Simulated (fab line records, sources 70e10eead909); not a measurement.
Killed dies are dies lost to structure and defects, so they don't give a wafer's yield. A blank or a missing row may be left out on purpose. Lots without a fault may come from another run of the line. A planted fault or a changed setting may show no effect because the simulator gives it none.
Chamber matching | flow nand_harc | NHARC_A_STAIRCASE_DESCUM_186 on rie_diel-04: 4 sister chambers
The step chemistry O2, time 3 s. 22 wafers are shown with their chamber, then 11 later ones without.

WAFERS WITH THEIR CHAMBER
wafer  | chamber | drypump_motor_current_A (A) | showerhead_plenum_p_Torr (Torr) | oes_product_au (a.u.)
L075.2 | 0       | 6.0                         | 1.94                            | 1.009
L075.5 | 3       | 5.4                         | 1.81                            | 1.015
L075.6 | 0       | 6.0                         | 1.94                            | 0.998
L077.1 | 1       | 5.5                         | 1.87                            | 1.009
L077.2 | 2       | 5.1                         | 1.92                            | 1.013
L077.3 | 0       | 6.0                         | 1.94                            | 1.004
L077.4 | 3       | 5.4                         | 1.81                            | 1.018
L077.5 | 1       | 5.5                         | 1.87                            | 1.011
L077.6 | 2       | 5.1                         | 1.92                            | 1.006
L076.1 | 2       | 5.1                         | 1.92                            | 1.003
L076.3 | 0       | 6.0                         | 1.94                            | 0.993
L076.4 | 1       | 5.5                         | 1.87                            | 1.011
L086.2 | 0       | 6.0                         | 1.92                            | 0.994
L086.3 | 3       | 5.4                         | 1.80                            | 0.995
L086.5 | 2       | 5.2                         | 1.91                            | 1.015
L088.1 | 1       | 5.5                         | 1.86                            | 1.010
L088.3 | 3       | 5.3                         | 1.80                            | 1.003
L088.4 | 3       | 5.3                         | 1.80                            | 1.012
L090.2 | 2       | 5.1                         | 1.91                            | 1.020
L090.4 | 1       | 5.5                         | 1.86                            | 1.008
L090.5 | 2       | 5.2                         | 1.91                            | 1.013
L090.1 | 0       | 6.0                         | 1.92                            | 1.000

SIGNATURES (means of the wafers above)
reading                  | chamber 0 | chamber 1 | chamber 2 | chamber 3 | scatter within a chamber
drypump_motor_current_A  | 6.000     | 5.500     | 5.133     | 5.360     | 0.0375
showerhead_plenum_p_Torr | 1.9333    | 1.8660    | 1.9150    | 1.8040    | 0.00716
oes_product_au           | 0.99967   | 1.00980   | 1.01167   | 1.00860   | 0.00641
Rule: a wafer's distance from a chamber is the root of the sum, over the readings, of the square of ((its reading less the chamber's mean) divided by the reading's scatter). The wafer belongs to the nearest chamber; if the next one is less than 2 further off, it can't be placed. The scatter: the root of (the sum of the squares of (reading less its chamber's mean) over the shown wafers, divided by (wafers less chambers)).

WAFERS WITHOUT THEIR CHAMBER
wafer  | drypump_motor_current_A (A) | showerhead_plenum_p_Torr (Torr) | oes_product_au (a.u.)
L090.3 | 5.4                         | 1.79                            | 0.994
L090.6 | 5.4                         | 1.79                            | 1.002
L093.1 | 5.5                         | 1.86                            | 0.996
L093.3 | 5.4                         | 1.79                            | 1.018
L093.6 | 5.2                         | 1.90                            | 1.008
L095.2 | 5.4                         | 1.79                            | 1.012
L095.3 | 5.2                         | 1.90                            | 1.011
L095.4 | 5.5                         | 1.86                            | 0.998
L097.3 | 5.5                         | 1.85                            | 0.991
L097.4 | 5.2                         | 1.90                            | 1.017
L097.5 | 5.2                         | 1.90                            | 1.008

WHICH CHAMBER EACH WENT THROUGH
wafer  | from the rows above | in truth
L090.3 | 3                   | 3
L090.6 | 3                   | 3
L093.1 | 1                   | 1
L093.3 | 3                   | 3
L093.6 | 2                   | 2
L095.2 | 3                   | 3
L095.3 | 2                   | 2
L095.4 | 1                   | 1
L097.3 | 1                   | 1
L097.4 | 2                   | 2
L097.5 | 2                   | 2
Placed correctly: 11 of 11. Can't be placed from these rows: 0. Placed wrongly: 0.
